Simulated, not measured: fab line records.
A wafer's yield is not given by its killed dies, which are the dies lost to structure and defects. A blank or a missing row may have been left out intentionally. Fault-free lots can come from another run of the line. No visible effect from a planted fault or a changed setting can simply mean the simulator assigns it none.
fab line records	flow nand-harc
record lots=6	wafers=18	last-day=24
route steps=1159 shown A_CHANNEL_HOLE_D1@483 A_CHANNEL_FILL_D1@490 END@1159
lots untouched by any fault: they come from a run of this same line in which no faults occurred
start-h: the number of hours between the record's first day and the start of the first shown wafer of the lot	wait-h: hours from the lot's prior step to this one	" as in the row above	L1.1+2: one row covering several wafers at once	- value missing, or start not given	* or withheld: withheld	< > ~ a bound
route shown NAME@n: names a module that has steps shown in the file, with the first one's number in the route	usual: mean/standard deviation taken from wafers without a fault	same: alike in all rows	chamber/n: place in a boat	sites: per-site readings	_std_site: standard deviation across them	_edge_site: inner sites' mean taken away from outer sites' mean	radius-mm: how far each site lies from the wafer's centre	mask NAME#n: copy n	behind: the last tool/chamber to shape the wafer	hold: cause of the lot's hold/its duration in hours/its outcome	device: whichever transistor did not switch (one of n, p or np)	end of line: at the end of the route, the tests of the same wafers	where a step has no rows: the recipe by itself	killed: the dies lost at the first sort to structure and to defects; this is not the yield of the wafer	map: a wafer's dies, marking killed ones x, the rest . and places with no die _
set.NAME: the setting as run; set.NAME@STEP: as run at that earlier step	model.NAME: the simulator's own value behind a step, which no gauge read
lots seen at some steps along the route; tables by step, rows by wafer
services: from which hour (start-h, from the record's first day; less than 0 if before it) a tool's chamber was out of use, for how many hours, and why
## steps
# step NHARC_A_CHANNEL_HOLE_D1_ETCH_44
# recipe target-depth-a=1400	overetch-a=140	time-s=77	ion-energy-ev=100	cf4-flow-sccm=80	o2-flow-sccm=20	ar-flow-sccm=0	rf-w=300	bias-w=100	chemistry=CF4/O2
# usual drypump-motor-current-A=5.7/0.48	oes-product-au=1.002/0.0079	rf-vpp-V=198.0/1.3	showerhead-plenum-p-Torr=1.34/0.053	throttle-valve-pct=13.396/0.0083
lot.wafer	tool	chamber	start-h	wait-h	drypump-motor-current-A	oes-product-au	rf-hours-counter-h	rf-vpp-V	showerhead-plenum-p-Torr	throttle-valve-pct
L492.2	rie-diel-11	2	227.31	0.1	5.1	0.994	2	196.9	1.24	13.406
L492.3	"	0	"	"	5.9	0.987	1	199.8	1.39	13.390
L492.4	"	1	"	"	5.8	0.982	2	197.3	1.30	13.405
L494.2	rie-diel-09	2	242.90	0.1	6.0	1.008	11	197.9	1.31	13.383
L494.6	"	3	"	"	5.4	1.013	-	197.9	1.35	13.392
L494.5	"	0	"	"	6.4	1.013	-	198.1	1.35	13.398
L495.3	rie-diel-11	2	257.32	0.1	5.2	0.999	5	196.3	1.24	13.402
L495.1	"	3	"	"	5.4	0.991	6	198.4	1.39	13.393
L495.2	"	1	"	"	5.8	1.004	5	197.5	1.30	13.402
L496.4	rie-diel-10	2	258.14	0.1	4.7	1.004	4	198.8	1.38	13.400
L496.5	"	1	"	"	6.4	1.003	-	199.3	1.37	13.401
L496.6	"	2	"	"	4.7	1.004	-	199.6	1.38	13.387
L498.4	rie-diel-11	1	261.52	0.1	5.9	0.995	5	196.9	1.30	13.408
L498.2	"	2	"	"	5.1	0.999	5	195.4	1.24	13.391
L498.1	"	3	"	"	5.4	1.000	6	199.2	1.39	13.404
L505.3	rie-diel-09	0	314.92	0.1	6.4	1.012	4	198.3	1.35	13.392
L505.6	"	3	"	"	5.4	1.007	-	198.1	1.35	13.393
L505.5	"	0	"	"	6.4	1.012	-	197.3	1.35	13.392
# step NHARC_A_CHANNEL_HOLE_D1_STRIP_27
# recipe o2-flow-sccm=500	ar-flow-sccm=0	bias-w=0	chemistry=O2
# usual drypump-motor-current-A=5.8/0.46	oes-product-au=1.003/0.0074	rf-vpp-V=57.9/0.89	showerhead-plenum-p-Torr=3.55/0.13	throttle-valve-pct=17.036/0.0091
lot.wafer	tool	chamber	start-h	wait-h	drypump-motor-current-A	oes-product-au	rf-hours-counter-h	rf-vpp-V	showerhead-plenum-p-Torr	throttle-valve-pct
L492.4	rie-diel-11	3	-	-	5.4	0.991	2	58.9	3.66	17.041
L492.2	"	1	"	"	5.8	0.997	2	57.9	3.45	17.027
L492.3	"	2	"	"	5.1	0.994	2	57.9	3.30	17.040
L494.2	rie-diel-09	2	-	-	6.0	1.012	11	55.9	3.47	17.035
L494.6	"	1	"	"	6.1	1.011	-	58.5	3.75	17.051
L494.5	"	2	"	"	6.0	0.998	-	56.8	3.47	17.033
L495.2	rie-diel-11	2	-	-	5.1	0.997	5	56.7	3.30	17.035
L495.1	"	0	"	"	5.9	1.003	5	58.5	3.65	17.042
L495.3	"	1	"	"	5.8	1.001	5	58.7	3.45	17.039
L496.4	rie-diel-10	0	-	-	5.9	1.004	4	58.5	3.36	17.041
L496.6	"	0	"	"	5.9	1.009	-	57.3	3.36	17.043
L496.5	"	1	"	"	6.4	1.008	-	57.4	3.61	17.048
L498.1	rie-diel-11	0	-	-	5.9	0.995	5	57.1	3.65	17.028
L498.4	"	1	"	"	5.8	0.997	5	58.0	3.45	17.024
L498.2	"	2	"	"	5.1	1.003	6	57.8	3.30	17.037
L505.3	rie-diel-09	0	-	-	6.5	1.008	4	56.6	3.57	17.030
L505.6	"	0	"	"	6.4	0.999	-	58.0	3.57	17.034
L505.5	"	1	"	"	6.1	1.009	-	57.1	3.75	17.042
# step NHARC_A_CHANNEL_HOLE_D1_PRECLEAN_28
# recipe time-s=*	temp-c=50	bath-age-min=0	chemistry=SC1
# step NHARC_A_CHANNEL_HOLE_D1_SRD_29
# step NHARC_A_CHANNEL_HOLE_D1_CD_MEAS_30
# usual cd-nm=90.2/0.87
lot.wafer	tool	chamber	start-h	wait-h	cd-nm
L492.2	cd-sem-01	-	228.12	-	90.4
L492.3	"	-	"	"	91.4
L492.4	"	-	"	"	91.3
L494.2	cd-sem-03	-	243.68	-	89.8
L494.5	"	-	"	"	90.7
L494.6	"	-	"	"	88.9
L495.1	cd-sem-02	-	258.12	-	88.9
L495.2	"	-	"	"	89.1
L495.3	"	-	"	"	88.1
L496.4	cd-sem-01	-	258.93	-	90.0
L496.5	"	-	"	"	88.6
L496.6	"	-	"	"	89.4
L498.1	cd-sem-03	-	262.33	-	91.0
L498.2	"	-	"	"	91.2
L498.4	"	-	"	"	91.8
L505.3	cd-sem-01	-	315.72	-	89.4
L505.5	"	-	"	"	92.0
L505.6	"	-	"	"	90.0
# step NHARC_A_CHANNEL_HOLE_D1_XSEM_31
# recipe landing-energy-ev=35000
# usual bot-cd-nm=74.8/0.98	bow-nm=8.63/0.26	tilt-deg=0.09/0.042
# same landing-energy-ev=35000
lot.wafer	tool	chamber	start-h	wait-h	bot-cd-nm	bow-nm	tilt-deg
L492.2	xsem-02	0	228.22	0.1	74.8	9.03	0.09
L492.3	"	0	"	"	75.0	9.03	0.09
L492.4	"	0	"	"	75.3	9.00	0.09
L494.2	xsem-01	0	243.77	0.1	75.0	8.33	0.07
L494.5	"	0	"	"	76.0	8.32	0.07
L494.6	"	0	"	"	74.6	8.32	0.07
L495.1	xsem-02	0	258.21	0.1	74.4	8.59	0.06
L495.2	"	0	"	"	73.7	8.64	0.06
L495.3	"	0	"	"	72.8	8.65	0.06
L496.4	xsem-01	0	259.03	0.1	75.6	8.75	0.09
L496.5	"	0	"	"	74.2	8.77	0.10
L496.6	"	0	"	"	74.7	8.76	0.10
L498.1	xsem-02	0	262.43	0.1	76.2	8.48	0.09
L498.2	"	0	"	"	76.2	8.57	0.09
L498.4	"	0	"	"	76.6	8.62	0.09
L505.3	xsem-01	0	315.81	0.1	75.2	8.73	0.09
L505.5	"	0	"	"	76.5	8.69	0.09
L505.6	"	0	"	"	75.6	8.67	0.09
# step NHARC_A_CHANNEL_HOLE_D1_INSPECT_40
# usual raw-defect-count=58/15
lot.wafer	tool	chamber	start-h	wait-h	raw-defect-count
L492.2	defect-inspect-01	-	228.31	-	56
L492.3	"	-	"	"	63
L492.4	"	-	"	"	53
L494.2	defect-inspect-01	-	243.87	-	53
L494.5	"	-	"	"	68
L494.6	"	-	"	"	38
L495.1	defect-inspect-02	-	258.31	-	73
L495.2	"	-	"	"	66
L495.3	"	-	"	"	89
L496.4	defect-inspect-02	-	259.12	-	43
L496.5	"	-	"	"	53
L496.6	"	-	"	"	45
L498.1	defect-inspect-02	-	262.53	-	46
L498.2	"	-	"	"	72
L498.4	"	-	"	"	97
L505.3	defect-inspect-01	-	315.90	-	41
L505.5	"	-	"	"	44
L505.6	"	-	"	"	56
# step NHARC_A_CHANNEL_FILL_D1_PRECLEAN_00
# recipe time-s=*	temp-c=50	bath-age-min=0	chemistry=SC1
# step NHARC_A_CHANNEL_FILL_D1_SRD_01
# step NHARC_A_CHANNEL_FILL_D1_ALD_02
# recipe target-thk-a=60	pulse-time-s=10	ald-cycles=60	temp-c=300	material=SiO2
# step NHARC_A_CHANNEL_FILL_D1_ALD_03
# recipe target-thk-a=60	pulse-time-s=60	ald-cycles=58	temp-c=630	pressure-torr=2	material=SiNx
# step NHARC_A_CHANNEL_FILL_D1_ALD_14
# recipe target-thk-a=25	pulse-time-s=10	ald-cycles=25	temp-c=300	material=SiO2
# usual ald-cycles=25/0	heater-power-outer-w=278/39	heater-power-w=503/72	precursor-pulse-height-rel=0.999/0.02
lot.wafer	tool	chamber	start-h	wait-h	ald-cycles	heater-power-outer-w	heater-power-w	precursor-pulse-height-rel
L492.3	ald-hk-03	0	236.73	1.2	25	227	392	1.033
L492.2	"	2	"	"	25	247	461	0.982
L492.4	"	3	"	"	25	232	428	0.977
L494.2	ald-hk-04	1	249.67	0.4	25	268	508	1.044
L494.5	"	2	"	"	25	275	521	0.997
L494.6	"	3	"	"	25	292	550	1.022
L495.1	ald-hk-04	3	265.56	0.1	25	290	535	0.983
L495.3	"	0	"	"	25	314	528	0.988
L495.2	"	1	"	"	25	273	517	0.983
L496.4	ald-hk-03	3	265.76	0.3	25	231	419	1.036
L496.6	"	0	"	"	25	232	397	0.979
L496.5	"	1	"	"	25	231	415	1.009
L498.2	ald-hk-02	3	269.77	0.0	25	307	558	1.011
L498.4	"	0	"	"	25	294	561	1.006
L498.1	"	1	"	"	25	292	509	0.981
L505.3	ald-hk-02	3	327.90	0.6	25	275	508	1.020
L505.6	"	0	"	"	25	295	559	0.985
L505.5	"	1	"	"	25	325	529	0.974
# step NHARC_A_CHANNEL_FILL_D1_ALD_15
# recipe target-thk-a=20	pulse-time-s=60	ald-cycles=19	temp-c=630	pressure-torr=2	material=SiNx
# usual ald-cycles=19/0	chamber-pressure-Torr=2.000/0.0043	precursor-pulse-height-rel=0.998/0.02
lot.wafer	tool	chamber	start-h	wait-h	ald-cycles	chamber-pressure-Torr	precursor-pulse-height-rel
L492.2	ald-sin-batch-01	0	239.85	-	19	1.999	0.975
L492.3	"	0	"	"	19	1.996	0.995
L492.4	"	0	"	"	19	2.003	1.024
L494.2	ald-sin-batch-03	0	252.46	-	19	1.999	0.996
L494.5	"	0	"	"	19	2.007	0.971
L494.6	"	0	"	"	19	1.998	1.027
L495.1	ald-sin-batch-03	0	268.66	-	23	2.006	1.007
L495.2	"	0	"	"	23	1.995	1.008
L495.3	"	0	"	"	23	1.996	1.002
L496.4	ald-sin-batch-03	0	268.66	2.8	23	1.994	1.004
L496.5	"	0	"	"	23	2.001	0.998
L496.6	"	0	"	"	23	1.998	0.998
L498.1	ald-sin-batch-01	0	273.11	3.1	19	1.993	0.993
L498.2	"	0	"	"	19	1.997	0.990
L498.4	"	0	"	"	19	1.995	1.038
L505.3	ald-sin-batch-01	0	330.91	-	19	2.004	0.943
L505.5	"	0	"	"	19	2.004	0.989
L505.6	"	0	"	"	19	2.000	1.020
# step NHARC_A_CHANNEL_FILL_D1_ALD_16
# recipe target-thk-a=15	pulse-time-s=10	ald-cycles=15	temp-c=300	material=SiO2
# usual ald-cycles=15/0	heater-power-outer-w=291/43	heater-power-w=523/79	precursor-pulse-height-rel=0.999/0.021
lot.wafer	tool	chamber	start-h	wait-h	ald-cycles	heater-power-outer-w	heater-power-w	precursor-pulse-height-rel
L492.3	ald-hk-03	0	241.88	0.0	15	233	387	1.027
L492.2	"	1	"	"	15	227	406	0.946
L492.4	"	3	"	"	15	238	418	0.979
L494.2	ald-hk-02	1	254.72	0.2	15	301	502	0.999
L494.6	"	0	"	"	15	290	576	1.025
L494.5	"	1	"	"	15	295	501	1.008
L496.4	ald-hk-02	2	270.77	0.1	15	380	668	0.979
L496.5	"	1	"	"	15	302	495	0.996
L496.6	"	2	"	"	15	365	661	0.991
L495.2	ald-hk-02	1	271.03	0.4	15	300	508	0.953
L495.1	"	2	"	"	15	372	673	0.976
L495.3	"	0	"	"	15	298	577	0.980
L498.2	ald-hk-04	0	275.15	0.0	15	318	525	0.979
L498.4	"	1	"	"	15	270	515	1.007
L498.1	"	3	"	"	15	297	553	0.999
L505.3	ald-hk-04	1	332.98	0.1	15	264	512	1.007
L505.6	"	0	"	"	15	327	521	1.010
L505.5	"	1	"	"	15	260	523	0.964
# step NHARC_END_SORT_01
# recipe temp-c=25
# usual killed-at-array=26/8.6	killed-at-other=0.7/0.97	killed-at-periphery=3.2/2.2	killed-dies=30/8.9	killed-open=3.1/1.8	killed-short=2.2/1.8
# same gross-dies=677
lot.wafer	tool	chamber	start-h	wait-h	killed-at-array	killed-at-other	killed-at-periphery	killed-dies	killed-open	killed-short
L492.2	prober-01	0	490.65	2.8	23	0	2	25	2	4
L492.3	prober-01	0	491.46	3.1	27	0	4	31	4	0
L492.4	prober-01	0	492.26	3.4	23	0	1	24	0	6
L494.2	prober-02	0	498.42	2.8	23	0	1	24	4	1
L494.5	prober-02	0	500.82	3.7	25	0	3	28	4	3
L494.6	prober-02	0	501.62	4.0	24	0	3	27	3	1
L498.1	prober-02	0	512.18	2.5	36	0	3	39	2	2
L498.2	prober-02	0	512.97	2.8	51	0	1	52	4	0
L498.4	prober-02	0	514.55	3.4	37	1	0	38	5	0
L496.4	prober-01	0	514.62	3.4	27	1	2	30	4	6
L496.5	prober-01	0	515.43	3.7	24	0	2	26	5	1
L496.6	prober-01	0	516.24	4.1	38	1	6	45	3	1
L495.1	prober-02	0	519.86	2.4	25	1	2	28	0	0
L495.2	prober-02	0	520.67	2.8	23	0	3	26	2	4
L495.3	prober-02	0	521.49	3.1	31	3	1	35	2	3
L505.3	prober-01	0	569.28	3.1	14	0	8	22	3	2
L505.5	prober-01	0	570.89	3.7	14	1	7	22	3	0
L505.6	prober-01	0	571.69	4.0	25	0	9	34	4	0
# killed by level:class
L492.2 A_CHANNEL_HOLE_D1:chamber-film-flake=11 A_CONTACT:chamber-film-flake=3 A_ZERO_WELL:chamber-film-flake=2 A_STAIRCASE:chamber-film-flake=2 P_CONTACT:geometric-particle:short=1 A_SOURCE_PLATE:geometric-particle:short=1 A_ONON_D1:geometric-particle:open=1 A_CHANNEL_HOLE_D1:geometric-particle:short=1
L492.3 A_CHANNEL_HOLE_D1:chamber-film-flake=17 A_STAIRCASE:chamber-film-flake=3 A_CONTACT:chamber-film-flake=3 A_ZERO_WELL:chamber-film-flake=2 P_GATE:geometric-particle:open=1 P_CONTACT:geometric-particle:open=1 A_CONTACT:geometric-particle:open=1 A_M1:geometric-particle:open=1
L492.4 A_CHANNEL_HOLE_D1:chamber-film-flake=12 A_CONTACT:chamber-film-flake=3 A_WL_FILL:geometric-particle:short=2 A_STAIRCASE:chamber-film-flake=2 A_ONON_D1:geometric-particle:short=1 A_CHANNEL_FILL_D1:geometric-particle:short=1 A_SGD_CUT:geometric-particle:short=1 A_M0:geometric-particle:short=1
L494.2 A_CHANNEL_HOLE_D1:chamber-film-flake=6 A_STAIRCASE:chamber-film-flake=4 A_WL_FILL:chamber-film-flake=3 A_CONTACT:chamber-film-flake=3 A_SLIT:chamber-film-flake=2 A_ONON_D1:geometric-particle:open=1 A_CHANNEL_FILL_D1:geometric-particle:open=1 A_STAIRCASE:geometric-particle:short=1
L494.5 A_CHANNEL_HOLE_D1:chamber-film-flake=7 A_CONTACT:chamber-film-flake=4 A_STAIRCASE:chamber-film-flake=4 A_CHANNEL_FILL_D1:geometric-particle:short=3 A_CONTACT:geometric-particle:open=2 P_M0:chamber-film-flake=2 A_SLIT:chamber-film-flake=2 A_WL_FILL:chamber-film-flake=2
L494.6 A_CHANNEL_HOLE_D1:chamber-film-flake=7 A_STAIRCASE:chamber-film-flake=6 A_SLIT:chamber-film-flake=3 A_WL_FILL:chamber-film-flake=3 A_CONTACT:chamber-film-flake=2 P_M0:geometric-particle:open=1 P_M2:geometric-particle:short=1 A_CHANNEL_FILL_D1:geometric-particle:open=1
L498.1 A_CHANNEL_HOLE_D1:chamber-film-flake=17 A_SLIT:chamber-film-flake=10 A_CONTACT:chamber-film-flake=4 P_CONTACT:geometric-particle:open=1 P_M0:geometric-particle:short=1 A_CHANNEL_HOLE_D1:geometric-particle:short=1 A_CONTACT:geometric-particle:open=1 P_BONDPAD:chamber-film-flake=1
L498.2 A_CHANNEL_HOLE_D1:chamber-film-flake=21 A_SLIT:chamber-film-flake=20 A_M0:geometric-particle:open=2 A_STAIRCASE:chamber-film-flake=2 A_CONTACT:chamber-film-flake=2 P_CONTACT:geometric-particle:open=1 A_CHANNEL_HOLE_D1:geometric-particle:open=1 A_BONDPAD:chamber-film-flake=1
L498.4 A_CHANNEL_HOLE_D1:chamber-film-flake=17 A_SLIT:chamber-film-flake=10 A_WL_FILL:geometric-particle:open=4 A_STAIRCASE:chamber-film-flake=2 A_CONTACT:chamber-film-flake=2 A_CONTACT:geometric-particle:open=1 A_WL_FILL:chamber-film-flake=1 THIN_TSV:chamber-film-flake=1
L496.4 A_SLIT:chamber-film-flake=13 A_STAIRCASE:chamber-film-flake=4 A_CONTACT:geometric-particle:open=2 P_GATE:geometric-particle:open=1 A_ONON_D1:geometric-particle:short=1 A_CHANNEL_FILL_D1:geometric-particle:short=1 A_CHANNEL_FILL_D1:geometric-particle:open=1 A_SGD_CUT:geometric-particle:short=1
L496.5 A_SLIT:chamber-film-flake=12 A_STAIRCASE:chamber-film-flake=5 A_CONTACT:geometric-particle:open=3 A_CHANNEL_HOLE_D1:chamber-film-flake=2 P_CONTACT:geometric-particle:open=1 P_CONTACT:geometric-particle:short=1 A_M1:geometric-particle:open=1 A_CONTACT:chamber-film-flake=1
L496.6 A_SLIT:chamber-film-flake=15 A_STAIRCASE:chamber-film-flake=10 A_CONTACT:chamber-film-flake=6 A_CHANNEL_HOLE_D1:chamber-film-flake=4 P_ZERO_WELL:chamber-film-flake=3 P_M1:chamber-film-flake=3 A_SGD_CUT:geometric-particle:short=1 A_WL_FILL:geometric-particle:open=1
L495.1 A_CHANNEL_HOLE_D1:chamber-film-flake=17 A_CONTACT:chamber-film-flake=5 A_STAIRCASE:chamber-film-flake=3 P_GATE:chamber-film-flake=1 P_M1:chamber-film-flake=1 THIN_TSV:chamber-film-flake=1
L495.2 A_CHANNEL_HOLE_D1:chamber-film-flake=12 A_STAIRCASE:chamber-film-flake=5 A_SGD_CUT:geometric-particle:short=2 P_M1:chamber-film-flake=2 P_STI:geometric-particle:short=1 A_CONTACT:geometric-particle:open=1 A_CONTACT:geometric-particle:short=1 A_BLC:geometric-particle:open=1
L495.3 A_CHANNEL_HOLE_D1:chamber-film-flake=22 A_STAIRCASE:chamber-film-flake=5 A_CHANNEL_HOLE_D1:geometric-particle:short=2 P_CONTACT:geometric-particle:open=1 A_CHANNEL_HOLE_D1:geometric-particle:open=1 STARTING-WAFER:geometric-particle:short=1 A_CONTACT:chamber-film-flake=1 THIN_TSV:chamber-film-flake=1
L505.3 A_CHANNEL_HOLE_D1:chamber-film-flake=6 P_M0:chamber-film-flake=4 A_CONTACT:chamber-film-flake=4 A_WL_FILL:chamber-film-flake=2 P_STI:geometric-particle:open=1 P_GATE:geometric-particle:short=1 P_M2:geometric-particle:short=1 P_M2:geometric-particle:open=1
L505.5 A_CHANNEL_HOLE_D1:chamber-film-flake=5 P_M0:chamber-film-flake=4 A_CONTACT:chamber-film-flake=3 P_GATE:chamber-film-flake=2 A_SLIT:chamber-film-flake=2 P_M1:geometric-particle:open=1 A_SGD_CUT:geometric-particle:open=1 A_M0:geometric-particle:open=1
L505.6 A_CHANNEL_HOLE_D1:chamber-film-flake=10 P_M0:chamber-film-flake=8 A_WL_FILL:chamber-film-flake=4 A_M0:chamber-film-flake=4 P_CONTACT:geometric-particle:open=1 A_ONON_D1:geometric-particle:open=1 A_CONTACT:geometric-particle:open=1 A_BLC:geometric-particle:open=1
## services
tool	chamber	start-h	hours	kind
rie-diel-11	0	223.00	-	clean
rie-diel-11	1	223.00	-	clean
rie-diel-11	2	223.00	-	clean
rie-diel-11	3	223.00	-	clean
ald-hk-04	-	233.21	2.0	repair
rie-diel-11	0	247.50	-	clean
rie-diel-11	1	247.50	-	clean
rie-diel-11	2	247.50	-	clean
rie-diel-11	3	247.50	-	clean
rie-diel-09	-	254.28	9.0	pm
rie-diel-11	0	272.00	-	clean
rie-diel-11	1	272.00	-	clean
rie-diel-11	2	272.00	-	clean
rie-diel-11	3	272.00	-	clean
rie-diel-10	3	284.25	9.0	repair
rie-diel-11	0	296.50	-	clean
rie-diel-11	1	296.50	-	clean
rie-diel-11	2	296.50	-	clean
rie-diel-11	3	296.50	-	clean
xsem-02	-	302.00	14.0	pm
ald-sin-batch-03	-	314.00	26.0	pm
ald-hk-03	-	325.57	10.0	pm
rie-diel-10	3	326.37	5.8	repair
rie-diel-09	2	328.17	17.4	repair
## key
first-sign step=NHARC_A_CHANNEL_FILL_D1_ALD_15	reading=ald-cycles	direction=up	sigmas=99+	usual=19	struck=23
effect none on later readings
met-at NHARC_A_CHANNEL_FILL_D1_ALD_15
struck-wafers L495.1,L495.2,L495.3,L496.4,L496.5,L496.6
tester-left-out L495,L496
onset-between 252.46 268.66
fault kind=process-parameter-drift	tool=ald-sin-batch-03	chamber=-	onset-h=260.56	steps=NHARC_A_CHANNEL_FILL_D1_ALD_15	channel=ald-cycles	offset=4	shape=step	end-h=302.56	acts-in=these-recipes-only	stated=19
# tester-left-out: of these lots the tester's yield and bins aren't shown, on N5 and GAA mostly nor the transistor test; their killed dies are dies lost to structure and defects alone, not to doping, threshold or leakage, so they don't give the yield
